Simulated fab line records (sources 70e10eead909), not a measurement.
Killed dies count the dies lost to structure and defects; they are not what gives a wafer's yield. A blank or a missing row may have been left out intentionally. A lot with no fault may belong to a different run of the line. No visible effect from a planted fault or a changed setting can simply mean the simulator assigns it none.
Matching of chambers || flow nand harc || 3 sister chambers for NHARC_A_ZERO_WELL_ETCH_19 on rie diel-11
The step etches the open film in N2/H2, target depth 80 nm, overetch 24 nm, time 87.88 s. 3 wafers are shown with their chamber, then 6 later ones without.

WAFERS PAIRED WITH THEIR CHAMBERS
{"wafer": "L305.5", "chamber": 3, "drypump motor current A (A)": 6.3}
{"wafer": "L309.2", "chamber": 0, "drypump motor current A (A)": 6.3}
{"wafer": "L311.3", "chamber": 1, "drypump motor current A (A)": 5.9}

WAFERS WITHOUT THEIR CHAMBER
{"wafer": "L311.4", "drypump motor current A (A)": 6.2}
{"wafer": "L314.1", "drypump motor current A (A)": 6.2}
{"wafer": "L314.5", "drypump motor current A (A)": 6.2}
{"wafer": "L314.6", "drypump motor current A (A)": 5.9}
{"wafer": "L318.2", "drypump motor current A (A)": 5.9}
{"wafer": "L318.6", "drypump motor current A (A)": 6.2}

THE CHAMBER EACH PASSED THROUGH
{"wafer": "L311.4", "from the rows above": "can't be placed: 0 or 3", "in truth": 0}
{"wafer": "L314.1", "from the rows above": "can't be placed: 0 or 3", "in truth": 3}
{"wafer": "L314.5", "from the rows above": "can't be placed: 0 or 3", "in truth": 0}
{"wafer": "L314.6", "from the rows above": 1, "in truth": 1}
{"wafer": "L318.2", "from the rows above": 1, "in truth": 1}
{"wafer": "L318.6", "from the rows above": "can't be placed: 0 or 3", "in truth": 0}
Correct placement for 2 of the 6. These rows do not allow placing 4 (true chamber among the candidates in 4). Wrongly placed: 0.
How it was worked out, from the rows above alone: a wafer's distance from a chamber is the root of the sum, over the readings, of the square of ((its reading less the chamber's mean) divided by the reading's scatter). If the next closest chamber is less than 2 further off than the closest, the wafer can't be placed; otherwise it belongs to the closest. The mean given for a chamber averages the wafers shown for that chamber. The scatter (one wafer shown for each chamber): square how far every hidden wafer sits from the nearest shown wafer, average those squares and take the square root.
